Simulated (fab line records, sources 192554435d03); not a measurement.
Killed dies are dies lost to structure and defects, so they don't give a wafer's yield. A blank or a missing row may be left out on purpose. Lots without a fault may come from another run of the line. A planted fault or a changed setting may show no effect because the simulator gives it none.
Which tool did it? | flow n5_finfet | 8 lots, 22 wafers sampled, at 3 steps of a route of 1938

WHAT THE GAUGES READ, wafer by wafer
N5_BEOL_M4_RC_MEAS_101. Usual: DIBL_N 36.5 mV/V, standard deviation 1.9; DIBL_P 36.4 mV/V, standard deviation 2.2; IOFF_N 0.17 nA/um, standard deviation 0.034; IOFF_P 0.21 nA/um, standard deviation 0.036; ION_N 678 uA/um, standard deviation 12; ION_P 462 uA/um, standard deviation 7.1; SS_N 71.7 mV/dec, standard deviation 0.61; SS_P 73.4 mV/dec, standard deviation 0.71; VT_N 249 mV, standard deviation 3.5; VT_P -251 mV, standard deviation 3.
lot  | measured     | on        | DIBL_N (mV/V)  | DIBL_P (mV/V)  | IOFF_N (nA/um) | IOFF_P (nA/um) | ION_N (uA/um) | ION_P (uA/um) | SS_N (mV/dec)  | SS_P (mV/dec)  | VT_N (mV)   | VT_P (mV)      | flag
L897 | day 8 17:21  | prober-02 | 37.6 40.3 36.1 | 37.9 40.5 35.1 | 0.16 0.23 0.15 | 0.23 0.27 0.18 | 671 691 666   | 455 471 453   | 71.6 71.8 70.9 | 73.9 75.4 73.0 | 248 243 251 | -250 -247 -253 |
L898 | day 9 12:31  | prober-02 | 39.2 39.5      | 39.0 38.4      | 0.22 0.22      | 0.23 0.24      | 689 677       | 462 464       | 72.0 72.4      | 74.0 73.7      | 246 245     | -252 -252      |
L904 | day 10 21:35 | prober-01 | 36.3 36.0 35.0 | 34.0 33.9 32.9 | 0.13 0.13 0.12 | 0.17 0.16 0.16 | 664 671 658   | 456 453 458   | 70.8 70.9 71.3 | 72.6 73.0 72.2 | 253 252 256 | -258 -255 -256 |
L907 | day 12 10:33 | prober-02 | 35.0 35.8      | 34.6 35.2      | 0.12 0.13      | 0.17 0.18      | 667 664       | 456 452       | 71.5 71.1      | 72.6 72.2      | 256 254     | -254 -252      |
L914 | day 13 19:34 | prober-01 | 33.3 33.8 35.5 | 34.4 34.5 36.3 | 0.14 0.12 0.16 | 0.16 0.16 0.19 | 686 662 674   | 462 455 456   | 72.0 71.7 71.9 | 72.5 73.3 73.9 | 250 254 250 | -254 -253 -253 |
L917 | day 13 20:02 | prober-01 | 37.5 36.0 35.6 | 38.5 37.6 37.0 | 0.20 0.16 0.16 | 0.21 0.18 0.19 | 690 665 686   | 465 449 466   | 73.0 71.5 71.1 | 74.2 73.1 73.4 | 247 250 248 | -251 -254 -256 |
L916 | day 14 06:35 | prober-01 | 38.7 36.4 35.9 | 38.4 35.0 34.8 | 0.20 0.16 0.14 | 0.27 0.21 0.20 | 687 684 678   | 466 465 468   | 72.4 71.9 71.1 | 74.0 73.6 73.4 | 247 249 252 | -246 -250 -253 |
L919 | day 15 11:43 | prober-01 | 36.4 34.1 34.1 | 35.3 32.6 32.6 | 0.16 0.13 0.13 | 0.21 0.17 0.18 | 669 673 676   | 459 464 466   | 71.8 71.4 71.1 | 73.7 72.4 73.0 | 250 253 251 | -250 -253 -252 |

N5_BEOL_M6_INSPECT_13: inspects for defects (brightfield). Usual: raw_defect_count 430, standard deviation 97.
lot  | measured     | on                | raw_defect_count | flag
L897 | day 9 08:52  | defect_inspect-01 | 424 343 397      |
L898 | day 10 02:41 | defect_inspect-02 | 373 382          |
L904 | day 11 14:59 | defect_inspect-01 | 396 550 499      |
L907 | day 13 01:12 | defect_inspect-02 | 481 285          |
L914 | day 14 14:25 | defect_inspect-02 | 324 364 296      |
L917 | day 14 14:36 | defect_inspect-02 | 327 628 518      |
L916 | day 14 20:30 | defect_inspect-02 | 465 397 382      |
L919 | day 16 10:22 | defect_inspect-01 | 400 350 651      |

WHICH TOOL RAN EACH LOT (tool, then ch and the chambers of the sampled wafers, then the start)
lot  | N5_BEOL_M5_CO_CAP_78
L897 | cvd_co-02 ch 0,2, day 9 05:41
L898 | cvd_co-01 ch 0,1, day 10 01:13
L904 | cvd_co-01 ch 1,2, day 11 11:44
L907 | cvd_co-02 ch 0, day 12 22:05
L914 | cvd_co-01 ch 0,1,2, day 14 12:11
L917 | cvd_co-01 ch 0,1, day 14 13:06
L916 | cvd_co-01 ch 0,1,2, day 14 17:44
L919 | cvd_co-01 ch 0,1, day 16 05:28
- N5_BEOL_M5_CO_CAP_78: material Co, precursor CCTBA/H2, target thk 2 nm, time 102.1 s.

WHAT THE TOOLS THEMSELVES READ (means of the sampled wafers that have a number; where no wafer has one, the mark that the record gives instead)
N5_BEOL_M5_CO_CAP_78. Usual: chamber_pressure_Torr 30.01 Torr, standard deviation 0.063; heater_power_w 239 W, standard deviation 29.
lot  | tool      | chamber_pressure_Torr (Torr) | heater_power_w (W) | flag
L897 | cvd_co-02 | 29.97                        | 214                |
L898 | cvd_co-01 | 30.05                        | 226                |
L904 | cvd_co-01 | 30.07                        | 259                |
L907 | cvd_co-02 | 29.98                        | 182                |
L914 | cvd_co-01 | 30.02                        | 243                |
L917 | cvd_co-01 | 30.00                        | 223                |
L916 | cvd_co-01 | 30.01                        | 242                |
L919 | cvd_co-01 | 30.03                        | 229                |

THE ANSWER, worked out from the rows above alone
Rule: a lot is off if the mean of its wafers that have a number lies more than 3 standard deviations from the usual mean. A lot without any number at a reading at which 4 lots or more have one is off too. The other lots that the step has rows for count as sound. The gauges are gone through in route order, then the tools' own readings, and for those a lot's mean is taken as printed above. The first step at which some lot is off is used, and at that step the reading that is off furthest; a lot without a number counts as furthest.
No lot is off at any reading shown: from this, nothing can be told.

WHAT THE SIMULATOR HAD PUT IN
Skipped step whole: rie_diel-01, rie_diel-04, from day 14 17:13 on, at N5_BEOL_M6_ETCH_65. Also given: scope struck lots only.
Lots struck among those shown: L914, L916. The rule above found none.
